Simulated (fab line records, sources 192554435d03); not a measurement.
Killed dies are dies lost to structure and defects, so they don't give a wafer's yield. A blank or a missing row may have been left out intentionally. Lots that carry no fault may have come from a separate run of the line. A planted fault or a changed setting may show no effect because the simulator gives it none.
Split-lot trial	flow n5_finfet	21 wafers read from 7 lots, route of 1938 steps

== ABOUT THE SPLIT ==
At N5_GATE_CUT_ALD_22 (deposits SiNx, target thk 16 nm, pulse time 1 s, ald cycles 320), the setting ald_cycles was moved away from the recipe's 320 on 6 of the 21 wafers read, by -12.2% to +11.9%. For the rest of the wafers, this setting stayed at what the recipe calls for.

The reading is taken at the split's own step.

== THE READING ==
SiNx_of_GATE_CUT_ALD_22.thk_nm (the simulator's own value, which no gauge read), in nm, at N5_GATE_CUT_ALD_22 (deposits SiNx, target thk 16 nm, pulse time 1 s, ald cycles 320). There is no usual value for it anywhere in the file. Across the 15 wafers here that went through the recipe, the average is 15.9 nm and the standard deviation 0.088 nm.

wafer	tool, chamber at the split	ald_cycles as run	against the recipe	SiNx_of_GATE_CUT_ALD_22.thk_nm, nm	against lot-mates on the recipe
L075.1	ald_sin-03, 3,1	320	recipe	15.8	-
L075.6	ald_sin-03, 3,1	320	recipe	15.8	-
L075.4	ald_sin-03, 2	320	recipe	16	-
L076.1	ald_sin-02, 1,0,1	281	-12.2%	14	no lot-mate on the recipe
L076.2	ald_sin-02, 1,0,1	281	-12.2%	14	no lot-mate on the recipe
L076.5	ald_sin-02, 1,0,1	281	-12.2%	14	no lot-mate on the recipe
L084.1	ald_sin-02, 2	320	recipe	16	-
L084.6	ald_sin-02, 2	320	recipe	16	-
L084.5	ald_sin-02, 0	320	recipe	15.8	-
L089.3	ald_sin-01, 1,1,0	320	recipe	16	-
L089.5	ald_sin-01, 1,1,0	320	recipe	16	-
L089.6	ald_sin-01, 1,1,0	320	recipe	16	-
L094.1	ald_sin-01, 0,0,1	320	recipe	16	-
L094.4	ald_sin-01, 0,0,1	320	recipe	16	-
L094.6	ald_sin-01, 0,0,1	320	recipe	16	-
L095.4	ald_sin-02, 0,1	320	recipe	16	-
L095.6	ald_sin-02, 0,1	320	recipe	16	-
L095.5	ald_sin-02, 2	358	+11.9%	18	+2.0
L097.4	ald_sin-03, 0	358	+11.9%	17.6	+1.8
L097.5	ald_sin-03, 2	358	+11.9%	17.8	+2.0
L097.6	ald_sin-03, 1	320	recipe	15.8	-
The file does not say which wafer passed through which chamber wherever a row lists several chambers: such a row stands for several wafers.

FIT RESULTS
A straight line over all 21 wafers: SiNx_of_GATE_CUT_ALD_22.thk_nm changes by +0.158 nm for each +1% of ald_cycles; r = +1.00; the points scatter about the line by 0.1 nm.
The same after taking each lot's own level away (the mean of its wafers on the recipe; 18 wafers): +0.163 nm for each +1%; r = +1.00; scatter 0.071 nm.
On that fit, the largest move of ald_cycles shifts the reading by 2 nm.
From 15.80 to 16.00 nm: that is the span of the lots' own levels, equal to 2.3 times the standard deviation above.
Hence the lot-to-lot level has little effect on the slope; both slopes agree.
Check: with one of the wafers moved furthest among these (+11.9%) left out of the fit, the line predicts +1.9 nm for it against its lot-mates. It came out at +2 nm against them.

== FURTHER SPLITS ON THESE WAFERS ==
Before the reading, these wafers also passed through other splits. Each is held against what the fit with the lots' levels taken away leaves over:
other split on the same wafers	wafers away from the commonest value	r with SiNx_of_GATE_CUT_ALD_22.thk_nm (lot level and that fit taken away)
N5_HKMG_FIN_PEB_10 peb_time_s	9	+0.18

== FILE'S OWN FIT ==
SiNx_of_GATE_CUT_ALD_22.thk_nm changes by +0.164 nm for each +1% of ald_cycles, r = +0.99.
